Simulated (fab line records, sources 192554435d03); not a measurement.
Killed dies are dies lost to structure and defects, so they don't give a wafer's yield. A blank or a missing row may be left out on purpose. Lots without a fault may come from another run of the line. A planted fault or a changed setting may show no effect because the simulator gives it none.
Split-lot experiment | flow n5_finfet | 7 lots, 39 wafers read, on a route of 1938 steps

THE SPLIT
At N5_BEOL_M0_SAQP_DESCUM_45 (chemistry O2, time 7 s), the setting time_s was moved away from the recipe's 7 s on 15 of the 39 wafers read, by -57.5% to +34.8%. The other wafers ran this setting at the recipe's value.

The file shows no step between the split and the reading.

THE READING
BEOL_M0_SAQP.cd_nm (the simulator's own value, which no gauge read), in nm, at N5_BEOL_M0_SAQP_ETCH_88 (etches underlayer in N2/H2, target depth 6.5 nm, time 5.2 s). The file gives no usual value for it. The 24 wafers here that ran the recipe average 30.0 nm, standard deviation 0.1 nm.

wafer  | tool, chamber at the split | time_s as run, s | against the recipe | BEOL_M0_SAQP.cd_nm, nm | against lot-mates on the recipe
L081.1 | rie_diel-02, 0,0,3         | 9.436            | +34.8%             | 30.6                   | +0.5
L081.2 | rie_diel-02, 1,3,1         | 7                | recipe             | 30.2                   | -
L081.3 | rie_diel-02, 1,3,1         | 7                | recipe             | 30                     | -
L081.5 | rie_diel-02, 1,3,1         | 7                | recipe             | 30                     | -
L081.4 | rie_diel-02, 0,0,3         | 9.436            | +34.8%             | 30.4                   | +0.3
L081.6 | rie_diel-02, 0,0,3         | 9.436            | +34.8%             | 30.4                   | +0.3
L086.1 | rie_diel-01, 1,2           | 3.531            | -49.6%             | 29.8                   | -0.3
L086.2 | rie_diel-01, 2             | 3.531            | -49.6%             | 29.8                   | -0.3
L086.6 | rie_diel-01, 1,2           | 3.531            | -49.6%             | 29.8                   | -0.3
L086.3 | rie_diel-01, 0,1           | 7                | recipe             | 30.2                   | -
L086.4 | rie_diel-01, 0             | 7                | recipe             | 30.2                   | -
L086.5 | rie_diel-01, 0,1           | 7                | recipe             | 30                     | -
L089.1 | rie_diel-02, 2             | 7                | recipe             | 30                     | -
L089.3 | rie_diel-02, 0,3           | 7                | recipe             | 30                     | -
L089.4 | rie_diel-02, 0,3           | 7                | recipe             | 29.8                   | -
L090.1 | rie_diel-05, 2,3           | 7                | recipe             | 30                     | -
L090.6 | rie_diel-05, 2,3           | 7                | recipe             | 30                     | -
L090.2 | rie_diel-05, 3,1           | 2.974            | -57.5%             | 29.6                   | -0.5
L090.3 | rie_diel-05, 0             | 2.974            | -57.5%             | 29.8                   | -0.3
L090.4 | rie_diel-05, 3,1           | 2.974            | -57.5%             | 29.4                   | -0.7
L090.5 | rie_diel-05, 0             | 7                | recipe             | 30.2                   | -
L094.1 | rie_diel-05, 1             | 7                | recipe             | 30                     | -
L094.2 | rie_diel-05, 0             | 7                | recipe             | 30                     | -
L094.6 | rie_diel-05, 0             | 7                | recipe             | 30                     | -
L094.3 | rie_diel-05, 2,3           | 3.431            | -51.0%             | 29.6                   | -0.4
L094.4 | rie_diel-05, 2,3           | 3.431            | -51.0%             | 29.6                   | -0.4
L094.5 | rie_diel-05, 1             | 3.431            | -51.0%             | 29.6                   | -0.4
L095.1 | rie_diel-05, 1,3,0         | 4.492            | -35.8%             | 29.4                   | -0.6
L095.2 | rie_diel-05, 1,3,0         | 4.492            | -35.8%             | 29.4                   | -0.6
L095.3 | rie_diel-05, 2             | 7                | recipe             | 30                     | -
L095.4 | rie_diel-05, 0,3           | 7                | recipe             | 30                     | -
L095.5 | rie_diel-05, 0,3           | 7                | recipe             | 30                     | -
L095.6 | rie_diel-05, 1,3,0         | 4.492            | -35.8%             | 29.8                   | -0.2
L097.1 | rie_diel-02, 3,2,0         | 7                | recipe             | 30                     | -
L097.2 | rie_diel-02, 3,2,0         | 7                | recipe             | 30                     | -
L097.3 | rie_diel-02, 1,0,3         | 7                | recipe             | 30                     | -
L097.5 | rie_diel-02, 1,0,3         | 7                | recipe             | 30                     | -
L097.4 | rie_diel-02, 1,0,3         | 7                | recipe             | 30.2                   | -
L097.6 | rie_diel-02, 3,2,0         | 7                | recipe             | 30.2                   | -
Where a row lists several chambers, the file gives one row for several wafers and doesn't say which wafer went through which chamber.

THE FIT
A straight line over all 39 wafers: BEOL_M0_SAQP.cd_nm changes by +0.00877 nm for each +1% of time_s; r = +0.86; the points scatter about the line by 0.14 nm.
The same after taking each lot's own level away (the mean of its wafers on the recipe; 39 wafers): +0.00885 nm for each +1%; r = +0.90; scatter 0.12 nm.
On that fit, the largest move of time_s shifts the reading by 0.51 nm.
The lots' own levels span 29.93 to 30.13 nm, that is 2.0 times the standard deviation above.
So the lot-to-lot level changes the slope little: the two slopes agree.
Check: with one of the wafers moved furthest among these (-57.5%) left out of the fit, the line predicts -0.502 nm for it against its lot-mates. It came out at -0.467 nm against them.

THE WHOLE CHAIN: every reading that the file lists as answering this split, in the file's order
step                      | what it does                                                | reading                                                                                 | change (the file's fit)                 | r (the file's)
N5_BEOL_M0_SAQP_DESCUM_45 | chemistry O2, time 7 s                                      | CAR-EUV_of_BEOL_M0_SAQP_COAT_34.thk_nm (the simulator's own value, which no gauge read) | -0.0355 nm for each +1% of the setting  | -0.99
N5_BEOL_M0_SAQP_ETCH_88   | etches underlayer in N2/H2, target depth 6.5 nm, time 5.2 s | BEOL_M0_SAQP.cd_nm (the simulator's own value, which no gauge read)                     | +0.00869 nm for each +1% of the setting | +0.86

THE FILE'S OWN FIT
BEOL_M0_SAQP.cd_nm changes by +0.00869 nm for each +1% of time_s, r = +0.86.
